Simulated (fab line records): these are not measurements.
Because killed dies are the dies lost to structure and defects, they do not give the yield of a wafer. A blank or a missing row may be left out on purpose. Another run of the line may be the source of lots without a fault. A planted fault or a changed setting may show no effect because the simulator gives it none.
Which tool did it? / flow n5_finfet / 9 lots with 27 wafers sampled at 7 steps, on a route of 1938 steps

WHAT EACH GAUGE READ, for each wafer
N5_BEOL_M2_THK_MEAS_53: measures by xrf. Usual: M2_THK gives 39.7 nm (standard deviation 1.1).
lot=L279; measured=day 8 00:13; on=film_metro-02; M2_THK (nm)=37.6 38.4 39.3; flag=
lot=L282; measured=day 8 08:55; on=film_metro-01; M2_THK (nm)=40.7 39.8 40.8; flag=
lot=L286; measured=day 9 01:08; on=film_metro-01; M2_THK (nm)=39.7 40.7 40.4; flag=
lot=L292; measured=day 10 22:08; on=film_metro-02; M2_THK (nm)=39.9 39.4 39.5; flag=
lot=L294; measured=day 11 06:41; on=film_metro-01; M2_THK (nm)=39.5 39.3 39.7; flag=
lot=L293; measured=day 11 12:49; on=film_metro-01; M2_THK (nm)=40.1 38.7 39.5; flag=
lot=L295; measured=day 11 16:00; on=film_metro-02; M2_THK (nm)=39.4 39.3 38.7; flag=
lot=L297; measured=day 11 18:35; on=film_metro-01; M2_THK (nm)=41.3 42.0 41.5; flag=
lot=L300; measured=day 12 09:52; on=film_metro-01; M2_THK (nm)=39.8 41.2 41.5; flag=

N5_BEOL_M3_CD_MEAS_11: the cd target is 17.05 nm. Usual: cd_nm reads 17.01 nm (standard deviation 0.2).
lot=L279; measured=day 8 02:25; on=cd_sem-02; cd_nm (nm)=17.13 16.84 17.15; flag=
lot=L282; measured=day 8 11:23; on=cd_sem-02; cd_nm (nm)=16.99 17.12 16.92; flag=
lot=L286; measured=day 9 03:03; on=cd_sem-01; cd_nm (nm)=16.97 16.79 17.33; flag=
lot=L292; measured=day 11 01:05; on=cd_sem-01; cd_nm (nm)=15.36 15.81 15.57; flag=OFF
lot=L294; measured=day 11 09:22; on=cd_sem-02; cd_nm (nm)=16.17 15.98 16.09; flag=OFF
lot=L293; measured=day 11 13:41; on=cd_sem-03; cd_nm (nm)=16.26 16.45 16.25; flag=OFF
lot=L295; measured=day 11 18:33; on=cd_sem-03; cd_nm (nm)=17.28 17.40 17.05; flag=
lot=L297; measured=day 11 21:44; on=cd_sem-01; cd_nm (nm)=16.74 17.12 16.99; flag=
lot=L300; measured=day 12 12:13; on=cd_sem-03; cd_nm (nm)=17.04 17.06 17.26; flag=

N5_BEOL_M3_CD_MEAS_18: pitch 36 nm, target cd 18 nm. Usual: cd_nm reads 17.92 nm (standard deviation 0.28).
lot=L279; measured=day 8 02:58; on=cd_sem-01; cd_nm (nm)=18.23 17.98 17.81; flag=
lot=L282; measured=day 8 12:06; on=cd_sem-02; cd_nm (nm)=18.14 18.08 18.06; flag=
lot=L286; measured=day 9 03:37; on=cd_sem-03; cd_nm (nm)=17.96 17.77 17.78; flag=
lot=L292; measured=day 11 01:38; on=cd_sem-03; cd_nm (nm)=15.82 15.98 16.37; flag=OFF
lot=L294; measured=day 11 09:55; on=cd_sem-03; cd_nm (nm)=17.07 17.12 16.95; flag=OFF
lot=L293; measured=day 11 14:14; on=cd_sem-02; cd_nm (nm)=16.92 16.86 16.99; flag=OFF
lot=L295; measured=day 11 19:20; on=cd_sem-02; cd_nm (nm)=18.50 18.36 18.58; flag=
lot=L297; measured=day 11 22:22; on=cd_sem-03; cd_nm (nm)=17.94 17.25 18.02; flag=
lot=L300; measured=day 12 12:46; on=cd_sem-02; cd_nm (nm)=17.77 17.98 17.37; flag=

N5_BEOL_M4_RC_MEAS_101. Usual: DIBL_N 35.8 mV/V, standard deviation 1.5; DIBL_P 35.8 mV/V, standard deviation 1.7; IOFF_N 0.151 nA/um, standard deviation 0.022; IOFF_P 0.204 nA/um, standard deviation 0.027; ION_N 673 uA/um, standard deviation 8.6; ION_P 462 uA/um, standard deviation 5.4; SS_N 71.4 mV/dec, standard deviation 0.54; SS_P 73.3 mV/dec, standard deviation 0.56; VT_N 250.5 mV, standard deviation 2.6; VT_P -251 mV, standard deviation 3.1.
lot=L279; measured=day 9 03:01; on=prober-01; DIBL_N (mV/V)=36.7 38.6 35.3; DIBL_P (mV/V)=36.4 38.9 34.2; IOFF_N (nA/um)=0.153 0.196 0.126; IOFF_P (nA/um)=0.202 0.240 0.182; ION_N (uA/um)=689 686 673; ION_P (uA/um)=467 472 462; SS_N (mV/dec)=71.5 71.4 70.3; SS_P (mV/dec)=73.5 74.0 72.3; VT_N (mV)=251.2 245.2 252.9; VT_P (mV)=-252 -247 -250; flag=
lot=L282; measured=day 9 09:43; on=prober-01; DIBL_N (mV/V)=35.7 37.4 36.9; DIBL_P (mV/V)=35.7 38.1 38.1; IOFF_N (nA/um)=0.134 0.174 0.166; IOFF_P (nA/um)=0.195 0.230 0.226; ION_N (uA/um)=666 678 674; ION_P (uA/um)=460 464 465; SS_N (mV/dec)=70.8 72.0 71.2; SS_P (mV/dec)=73.8 73.9 73.9; VT_N (mV)=251.8 247.8 247.5; VT_P (mV)=-251 -248 -248; flag=
lot=L286; measured=day 10 10:56; on=prober-02; DIBL_N (mV/V)=36.0 35.8 35.5; DIBL_P (mV/V)=36.8 36.5 35.6; IOFF_N (nA/um)=0.169 0.161 0.147; IOFF_P (nA/um)=0.232 0.217 0.207; ION_N (uA/um)=680 669 668; ION_P (uA/um)=460 464 462; SS_N (mV/dec)=71.8 71.2 70.6; SS_P (mV/dec)=73.4 73.5 73.5; VT_N (mV)=247.9 250.9 250.3; VT_P (mV)=-249 -248 -249; flag=
lot=L294; measured=day 12 04:54; on=prober-02; DIBL_N (mV/V)=35.3 35.0 35.6; DIBL_P (mV/V)=35.3 34.6 35.6; IOFF_N (nA/um)=0.163 0.152 0.161; IOFF_P (nA/um)=0.191 0.175 0.190; ION_N (uA/um)=676 676 665; ION_P (uA/um)=464 460 454; SS_N (mV/dec)=70.1 71.7 72.0; SS_P (mV/dec)=73.3 72.3 72.9; VT_N (mV)=248.6 249.7 249.3; VT_P (mV)=-249 -254 -252; flag=
lot=L293; measured=day 12 10:07; on=prober-01; DIBL_N (mV/V)=34.4 36.2 33.6; DIBL_P (mV/V)=33.8 36.0 32.9; IOFF_N (nA/um)=0.133 0.156 0.116; IOFF_P (nA/um)=0.180 0.211 0.162; ION_N (uA/um)=673 694 671; ION_P (uA/um)=461 473 467; SS_N (mV/dec)=71.4 70.9 70.4; SS_P (mV/dec)=72.3 72.5 72.2; VT_N (mV)=251.9 249.5 251.5; VT_P (mV)=-251 -249 -252; flag=
lot=L295; measured=day 12 13:46; on=prober-01; DIBL_N (mV/V)=35.9 35.9 35.1; DIBL_P (mV/V)=34.7 34.7 34.3; IOFF_N (nA/um)=0.143 0.135 0.128; IOFF_P (nA/um)=0.183 0.176 0.175; ION_N (uA/um)=681 662 663; ION_P (uA/um)=462 454 456; SS_N (mV/dec)=71.0 71.6 71.0; SS_P (mV/dec)=73.4 72.7 73.2; VT_N (mV)=251.3 252.8 253.3; VT_P (mV)=-252 -254 -253; flag=
lot=L297; measured=day 13 05:35; on=prober-01; DIBL_N (mV/V)=35.5 34.6 34.8; DIBL_P (mV/V)=35.9 34.2 34.8; IOFF_N (nA/um)=0.154 0.140 0.146; IOFF_P (nA/um)=0.236 0.209 0.215; ION_N (uA/um)=683 671 678; ION_P (uA/um)=470 460 466; SS_N (mV/dec)=71.2 71.5 71.4; SS_P (mV/dec)=73.3 73.4 73.5; VT_N (mV)=249.0 249.2 249.4; VT_P (mV)=-248 -248 -249; flag=
lot=L300; measured=day 13 16:02; on=prober-02; DIBL_N (mV/V)=35.6 36.6 36.2; DIBL_P (mV/V)=34.9 36.5 35.5; IOFF_N (nA/um)=0.128 0.145 0.137; IOFF_P (nA/um)=0.158 0.184 0.164; ION_N (uA/um)=664 664 670; ION_P (uA/um)=450 461 460; SS_N (mV/dec)=71.2 71.8 70.7; SS_P (mV/dec)=72.5 72.6 73.4; VT_N (mV)=251.8 250.5 250.4; VT_P (mV)=-256 -252 -254; flag=

WHICH TOOL RAN EACH LOT (tool, then ch and the chambers of the sampled wafers, then the start)
lot=L279; N5_BEOL_M2_ANNEAL_51=rtp_anneal-02 ch 0, day 7 23:38; N5_BEOL_M2_DEP_57=pecvd-04 ch 0,1, day 8 00:26; N5_BEOL_M3_EXPOSE_08=euv_scanner-01 ch 0, day 8 02:17
lot=L282; N5_BEOL_M2_ANNEAL_51=rtp_anneal-02 ch 0, day 8 08:20; N5_BEOL_M2_DEP_57=pecvd-04 ch 1,2, day 8 09:07; N5_BEOL_M3_EXPOSE_08=euv_scanner-02 ch 0, day 8 11:16
lot=L286; N5_BEOL_M2_ANNEAL_51=rtp_anneal-01 ch 0, day 9 00:38; N5_BEOL_M2_DEP_57=pecvd-04 ch 0,1,2, day 9 01:20; N5_BEOL_M3_EXPOSE_08=euv_scanner-02 ch 0, day 9 02:56
lot=L292; N5_BEOL_M2_ANNEAL_51=rtp_anneal-02 ch 0, day 10 21:40; N5_BEOL_M2_DEP_57=pecvd-03 ch 0,1,2, day 10 22:21; N5_BEOL_M3_EXPOSE_08=euv_scanner-02 ch 0, day 11 00:59
lot=L294; N5_BEOL_M2_ANNEAL_51=rtp_anneal-02 ch 0, day 11 06:07; N5_BEOL_M2_DEP_57=pecvd-04 ch 1,2, day 11 06:53; N5_BEOL_M3_EXPOSE_08=euv_scanner-02 ch 0, day 11 09:15
lot=L293; N5_BEOL_M2_ANNEAL_51=rtp_anneal-02 ch 0, day 11 12:18; N5_BEOL_M2_DEP_57=pecvd-02 ch 0,1,2, day 11 13:00; N5_BEOL_M3_EXPOSE_08=euv_scanner-02 ch 0, day 11 13:34
lot=L295; N5_BEOL_M2_ANNEAL_51=rtp_anneal-01 ch 0, day 11 15:25; N5_BEOL_M2_DEP_57=pecvd-02 ch 0,1,2, day 11 16:12; N5_BEOL_M3_EXPOSE_08=euv_scanner-01 ch 0, day 11 18:25
lot=L297; N5_BEOL_M2_ANNEAL_51=rtp_anneal-01 ch 0, day 11 17:59; N5_BEOL_M2_DEP_57=pecvd-04 ch 0,1,2, day 11 18:46; N5_BEOL_M3_EXPOSE_08=euv_scanner-01 ch 0, day 11 21:37
lot=L300; N5_BEOL_M2_ANNEAL_51=rtp_anneal-01 ch 0, day 12 09:13; N5_BEOL_M2_DEP_57=pecvd-03 ch 0,1,2, day 12 10:04; N5_BEOL_M3_EXPOSE_08=euv_scanner-01 ch 0, day 12 12:06
- N5_BEOL_M2_ANNEAL_51: time 90 s.
- N5_BEOL_M2_DEP_57: deposits SiCN from 3MS/NH3, target thk 8 nm, time 14 s.
- N5_BEOL_M3_EXPOSE_08: exposes mask M3.

AS READ BY THE TOOLS THEMSELVES (means over the sampled wafers that have a number; for cases with no such wafer, the mark the record gives instead)
N5_BEOL_M2_ANNEAL_51. Usual: wafer_temp_C_max reads 226.1 (standard deviation 0.32).
lot=L279 tool=rtp_anneal-02 wafer_temp_C_max=226.4 flag=
lot=L282 tool=rtp_anneal-02 wafer_temp_C_max=226.0 flag=
lot=L286 tool=rtp_anneal-01 wafer_temp_C_max=226.0 flag=
lot=L292 tool=rtp_anneal-02 wafer_temp_C_max=226.4 flag=
lot=L294 tool=rtp_anneal-02 wafer_temp_C_max=226.4 flag=
lot=L293 tool=rtp_anneal-02 wafer_temp_C_max=226.3 flag=
lot=L295 tool=rtp_anneal-01 wafer_temp_C_max=226.0 flag=
lot=L297 tool=rtp_anneal-01 wafer_temp_C_max=226.0 flag=
lot=L300 tool=rtp_anneal-01 wafer_temp_C_max=225.9 flag=

N5_BEOL_M2_DEP_57. Usual: rf_fwd_power_W 199.7 W, standard deviation 1; showerhead_plenum_p_Torr 3.662 Torr, standard deviation 0.011; throttle_valve_pct 9.1 %, standard deviation 0.58.
lot=L279; tool=pecvd-04; rf_fwd_power_W (W)=200.5; showerhead_plenum_p_Torr (Torr)=3.682; throttle_valve_pct (%)=9.6; flag=
lot=L282; tool=pecvd-04; rf_fwd_power_W (W)=199.1; showerhead_plenum_p_Torr (Torr)=3.663; throttle_valve_pct (%)=9.0; flag=
lot=L286; tool=pecvd-04; rf_fwd_power_W (W)=199.2; showerhead_plenum_p_Torr (Torr)=3.670; throttle_valve_pct (%)=9.4; flag=
lot=L292; tool=pecvd-03; rf_fwd_power_W (W)=199.5; showerhead_plenum_p_Torr (Torr)=3.658; throttle_valve_pct (%)=8.9; flag=
lot=L294; tool=pecvd-04; rf_fwd_power_W (W)=199.8; showerhead_plenum_p_Torr (Torr)=3.673; throttle_valve_pct (%)=9.0; flag=
lot=L293; tool=pecvd-02; rf_fwd_power_W (W)=198.7; showerhead_plenum_p_Torr (Torr)=3.658; throttle_valve_pct (%)=9.0; flag=
lot=L295; tool=pecvd-02; rf_fwd_power_W (W)=199.9; showerhead_plenum_p_Torr (Torr)=3.659; throttle_valve_pct (%)=9.1; flag=
lot=L297; tool=pecvd-04; rf_fwd_power_W (W)=200.7; showerhead_plenum_p_Torr (Torr)=3.668; throttle_valve_pct (%)=9.2; flag=
lot=L300; tool=pecvd-03; rf_fwd_power_W (W)=199.5; showerhead_plenum_p_Torr (Torr)=3.658; throttle_valve_pct (%)=9.0; flag=

N5_BEOL_M3_EXPOSE_08. Usual: exposure_dose_mJ_cm2 32.92, standard deviation 0.037; reticle_temp_C 22.98 C, standard deviation 0.11.
lot=L279; tool=euv_scanner-01; exposure_dose_mJ_cm2=32.92; reticle_temp_C (C)=22.96; flag=
lot=L282; tool=euv_scanner-02; exposure_dose_mJ_cm2=32.91; reticle_temp_C (C)=23.11; flag=
lot=L286; tool=euv_scanner-02; exposure_dose_mJ_cm2=32.90; reticle_temp_C (C)=22.98; flag=
lot=L292; tool=euv_scanner-02; exposure_dose_mJ_cm2=30.71; reticle_temp_C (C)=22.97; flag=OFF
lot=L294; tool=euv_scanner-02; exposure_dose_mJ_cm2=31.11; reticle_temp_C (C)=22.91; flag=OFF
lot=L293; tool=euv_scanner-02; exposure_dose_mJ_cm2=31.46; reticle_temp_C (C)=23.02; flag=OFF
lot=L295; tool=euv_scanner-01; exposure_dose_mJ_cm2=32.91; reticle_temp_C (C)=23.00; flag=
lot=L297; tool=euv_scanner-01; exposure_dose_mJ_cm2=32.92; reticle_temp_C (C)=23.07; flag=
lot=L300; tool=euv_scanner-01; exposure_dose_mJ_cm2=32.94; reticle_temp_C (C)=22.95; flag=

THE ANSWER, worked out from the rows above alone
Rule: a lot counts as off when the mean over its wafers that have a number is more than 3 standard deviations away from the usual mean. Also off: a lot with no number at a reading for which 4 or more lots have one. Any other lot the step has rows for is counted as sound. The gauges are gone through in route order, then the tools' own readings, and for those a lot's mean is taken as printed above. The first step at which some lot is off is used, and at that step the reading that is off furthest; a lot without a number counts as furthest.
Off: L292, L294, L293, at N5_BEOL_M3_CD_MEAS_11 (cd_nm).
A tool fits if, at a process step before that reading, it ran every lot that is off, and no sound lot after the first of them. The gauges at N5_BEOL_M3_CD_MEAS_11 aren't tried: what is off there is off at N5_BEOL_M3_EXPOSE_08 too, on other tools, and a gauge's error can't cause that. This does not decide it: 2 tools fit, namely rtp_anneal-02 at N5_BEOL_M2_ANNEAL_51 and euv_scanner-02 at N5_BEOL_M3_EXPOSE_08.

WHAT THE SIMULATOR HAD INSERTED
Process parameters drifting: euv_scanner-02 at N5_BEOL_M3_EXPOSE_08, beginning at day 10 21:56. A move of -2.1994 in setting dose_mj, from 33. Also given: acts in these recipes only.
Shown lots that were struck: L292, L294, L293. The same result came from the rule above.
